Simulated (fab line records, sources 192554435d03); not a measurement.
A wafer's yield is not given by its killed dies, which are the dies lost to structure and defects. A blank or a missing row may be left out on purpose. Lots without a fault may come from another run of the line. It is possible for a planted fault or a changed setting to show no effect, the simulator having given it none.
Matching of chambers || flow n5Finfet || N5_GATE_CUT_STRIP_41 on rieDiel-02: 4 sister chambers
The step strips in CF4. 33 wafers are shown with their chamber, then 12 later ones without.

WAFERS PAIRED WITH THEIR CHAMBERS
{"wafer": "L074.1", "chamber": 3, "drypumpMotorCurrentA (A)": 5.7, "throttleValvePct (%)": 13.60, "showerheadPlenumPTorr (Torr)": 1.87}
{"wafer": "L074.2", "chamber": 2, "drypumpMotorCurrentA (A)": 5.2, "throttleValvePct (%)": 13.66, "showerheadPlenumPTorr (Torr)": 1.80}
{"wafer": "L074.3", "chamber": 1, "drypumpMotorCurrentA (A)": 5.4, "throttleValvePct (%)": 13.18, "showerheadPlenumPTorr (Torr)": 1.83}
{"wafer": "L079.1", "chamber": 2, "drypumpMotorCurrentA (A)": 5.2, "throttleValvePct (%)": 13.67, "showerheadPlenumPTorr (Torr)": 1.80}
{"wafer": "L079.2", "chamber": 0, "drypumpMotorCurrentA (A)": 5.9, "throttleValvePct (%)": 13.01, "showerheadPlenumPTorr (Torr)": 1.90}
{"wafer": "L079.3", "chamber": 3, "drypumpMotorCurrentA (A)": 5.8, "throttleValvePct (%)": 13.63, "showerheadPlenumPTorr (Torr)": 1.87}
{"wafer": "L079.4", "chamber": 1, "drypumpMotorCurrentA (A)": 5.4, "throttleValvePct (%)": 13.19, "showerheadPlenumPTorr (Torr)": 1.83}
{"wafer": "L079.5", "chamber": 3, "drypumpMotorCurrentA (A)": 5.8, "throttleValvePct (%)": 13.63, "showerheadPlenumPTorr (Torr)": 1.87}
{"wafer": "L079.6", "chamber": 0, "drypumpMotorCurrentA (A)": 5.9, "throttleValvePct (%)": 13.00, "showerheadPlenumPTorr (Torr)": 1.90}
{"wafer": "L086.1", "chamber": 0, "drypumpMotorCurrentA (A)": 5.9, "throttleValvePct (%)": 13.04, "showerheadPlenumPTorr (Torr)": 1.90}
{"wafer": "L086.2", "chamber": 1, "drypumpMotorCurrentA (A)": 5.4, "throttleValvePct (%)": 13.23, "showerheadPlenumPTorr (Torr)": 1.83}
{"wafer": "L086.3", "chamber": 2, "drypumpMotorCurrentA (A)": 5.2, "throttleValvePct (%)": 13.70, "showerheadPlenumPTorr (Torr)": 1.80}
{"wafer": "L086.4", "chamber": 3, "drypumpMotorCurrentA (A)": 5.8, "throttleValvePct (%)": 13.67, "showerheadPlenumPTorr (Torr)": 1.86}
{"wafer": "L086.5", "chamber": 2, "drypumpMotorCurrentA (A)": 5.2, "throttleValvePct (%)": 13.72, "showerheadPlenumPTorr (Torr)": 1.80}
{"wafer": "L086.6", "chamber": 1, "drypumpMotorCurrentA (A)": 5.4, "throttleValvePct (%)": 13.22, "showerheadPlenumPTorr (Torr)": 1.83}
{"wafer": "L087.3", "chamber": 0, "drypumpMotorCurrentA (A)": 5.9, "throttleValvePct (%)": 13.03, "showerheadPlenumPTorr (Torr)": 1.90}
{"wafer": "L087.5", "chamber": 3, "drypumpMotorCurrentA (A)": 5.8, "throttleValvePct (%)": 13.67, "showerheadPlenumPTorr (Torr)": 1.86}
{"wafer": "L087.6", "chamber": 2, "drypumpMotorCurrentA (A)": 5.1, "throttleValvePct (%)": 13.71, "showerheadPlenumPTorr (Torr)": 1.80}
{"wafer": "L088.1", "chamber": 0, "drypumpMotorCurrentA (A)": 5.9, "throttleValvePct (%)": 13.04, "showerheadPlenumPTorr (Torr)": 1.90}
{"wafer": "L088.3", "chamber": 1, "drypumpMotorCurrentA (A)": 5.4, "throttleValvePct (%)": 13.22, "showerheadPlenumPTorr (Torr)": 1.83}
{"wafer": "L088.4", "chamber": 3, "drypumpMotorCurrentA (A)": 5.8, "throttleValvePct (%)": 13.66, "showerheadPlenumPTorr (Torr)": 1.86}
{"wafer": "L089.1", "chamber": 0, "drypumpMotorCurrentA (A)": 5.9, "throttleValvePct (%)": 13.05, "showerheadPlenumPTorr (Torr)": 1.90}
{"wafer": "L089.3", "chamber": 1, "drypumpMotorCurrentA (A)": 5.4, "throttleValvePct (%)": 13.23, "showerheadPlenumPTorr (Torr)": 1.82}
{"wafer": "L089.6", "chamber": 3, "drypumpMotorCurrentA (A)": 5.8, "throttleValvePct (%)": 13.68, "showerheadPlenumPTorr (Torr)": 1.86}
{"wafer": "L092.1", "chamber": 2, "drypumpMotorCurrentA (A)": 5.2, "throttleValvePct (%)": 13.73, "showerheadPlenumPTorr (Torr)": 1.79}
{"wafer": "L092.2", "chamber": 1, "drypumpMotorCurrentA (A)": 5.4, "throttleValvePct (%)": 13.26, "showerheadPlenumPTorr (Torr)": 1.82}
{"wafer": "L092.3", "chamber": 0, "drypumpMotorCurrentA (A)": 5.9, "throttleValvePct (%)": 13.07, "showerheadPlenumPTorr (Torr)": 1.89}
{"wafer": "L094.1", "chamber": 0, "drypumpMotorCurrentA (A)": 5.9, "throttleValvePct (%)": 13.05, "showerheadPlenumPTorr (Torr)": 1.89}
{"wafer": "L094.2", "chamber": 2, "drypumpMotorCurrentA (A)": 5.2, "throttleValvePct (%)": 13.71, "showerheadPlenumPTorr (Torr)": 1.79}
{"wafer": "L094.3", "chamber": 3, "drypumpMotorCurrentA (A)": 5.7, "throttleValvePct (%)": 13.69, "showerheadPlenumPTorr (Torr)": 1.86}
{"wafer": "L094.4", "chamber": 1, "drypumpMotorCurrentA (A)": 5.4, "throttleValvePct (%)": 13.26, "showerheadPlenumPTorr (Torr)": 1.82}
{"wafer": "L094.5", "chamber": 2, "drypumpMotorCurrentA (A)": 5.2, "throttleValvePct (%)": 13.72, "showerheadPlenumPTorr (Torr)": 1.79}
{"wafer": "L094.6", "chamber": 3, "drypumpMotorCurrentA (A)": 5.8, "throttleValvePct (%)": 13.70, "showerheadPlenumPTorr (Torr)": 1.86}

SIGNATURES (averages over the wafers above)
{"reading": "drypumpMotorCurrentA", "chamber 0": 5.900, "chamber 1": 5.400, "chamber 2": 5.188, "chamber 3": 5.778, "scatter within a chamber": 0.029}
{"reading": "throttleValvePct", "chamber 0": 13.0362, "chamber 1": 13.2238, "chamber 2": 13.7025, "chamber 3": 13.6589, "scatter within a chamber": 0.0277}
{"reading": "showerheadPlenumPTorr", "chamber 0": 1.8975, "chamber 1": 1.8263, "chamber 2": 1.7963, "chamber 3": 1.8633, "scatter within a chamber": 0.005}
Rule: for each reading, subtract the chamber's mean from the wafer's reading, divide by that reading's scatter and square the result; add these up over the readings and take the root, which gives the wafer's distance from the chamber. If the next closest chamber is less than 2 further off than the closest, the wafer can't be placed; otherwise it belongs to the closest. The scatter is the square root of a quotient: the sum, over the shown wafers, of each reading's squared deviation from its chamber's mean, divided by wafers minus chambers.

WAFERS MISSING THEIR CHAMBER
{"wafer": "L095.1", "drypumpMotorCurrentA (A)": 5.4, "throttleValvePct (%)": 13.27, "showerheadPlenumPTorr (Torr)": 1.82}
{"wafer": "L095.2", "drypumpMotorCurrentA (A)": 5.2, "throttleValvePct (%)": 13.73, "showerheadPlenumPTorr (Torr)": 1.79}
{"wafer": "L095.3", "drypumpMotorCurrentA (A)": 5.8, "throttleValvePct (%)": 13.70, "showerheadPlenumPTorr (Torr)": 1.86}
{"wafer": "L095.4", "drypumpMotorCurrentA (A)": 5.9, "throttleValvePct (%)": 13.07, "showerheadPlenumPTorr (Torr)": 1.89}
{"wafer": "L095.5", "drypumpMotorCurrentA (A)": 5.8, "throttleValvePct (%)": 13.71, "showerheadPlenumPTorr (Torr)": 1.86}
{"wafer": "L095.6", "drypumpMotorCurrentA (A)": 5.9, "throttleValvePct (%)": 13.08, "showerheadPlenumPTorr (Torr)": 1.89}
{"wafer": "L096.2", "drypumpMotorCurrentA (A)": 5.9, "throttleValvePct (%)": 13.07, "showerheadPlenumPTorr (Torr)": 1.89}
{"wafer": "L096.4", "drypumpMotorCurrentA (A)": 5.4, "throttleValvePct (%)": 13.27, "showerheadPlenumPTorr (Torr)": 1.82}
{"wafer": "L096.6", "drypumpMotorCurrentA (A)": 5.4, "throttleValvePct (%)": 13.27, "showerheadPlenumPTorr (Torr)": 1.82}
{"wafer": "L097.3", "drypumpMotorCurrentA (A)": 5.4, "throttleValvePct (%)": 13.28, "showerheadPlenumPTorr (Torr)": 1.82}
{"wafer": "L097.4", "drypumpMotorCurrentA (A)": 5.9, "throttleValvePct (%)": 13.08, "showerheadPlenumPTorr (Torr)": 1.89}
{"wafer": "L097.5", "drypumpMotorCurrentA (A)": 5.4, "throttleValvePct (%)": 13.28, "showerheadPlenumPTorr (Torr)": 1.82}

THE CHAMBER EACH PASSED THROUGH
{"wafer": "L095.1", "from the rows above": 1, "in truth": 1}
{"wafer": "L095.2", "from the rows above": 2, "in truth": 2}
{"wafer": "L095.3", "from the rows above": 3, "in truth": 3}
{"wafer": "L095.4", "from the rows above": 0, "in truth": 0}
{"wafer": "L095.5", "from the rows above": 3, "in truth": 3}
{"wafer": "L095.6", "from the rows above": 0, "in truth": 0}
{"wafer": "L096.2", "from the rows above": 0, "in truth": 0}
{"wafer": "L096.4", "from the rows above": 1, "in truth": 1}
{"wafer": "L096.6", "from the rows above": 1, "in truth": 1}
{"wafer": "L097.3", "from the rows above": 1, "in truth": 1}
{"wafer": "L097.4", "from the rows above": 0, "in truth": 0}
{"wafer": "L097.5", "from the rows above": 1, "in truth": 1}
Correct placement for 12 of the 12. Left unplaced by these rows: 0. 0 placed wrongly.
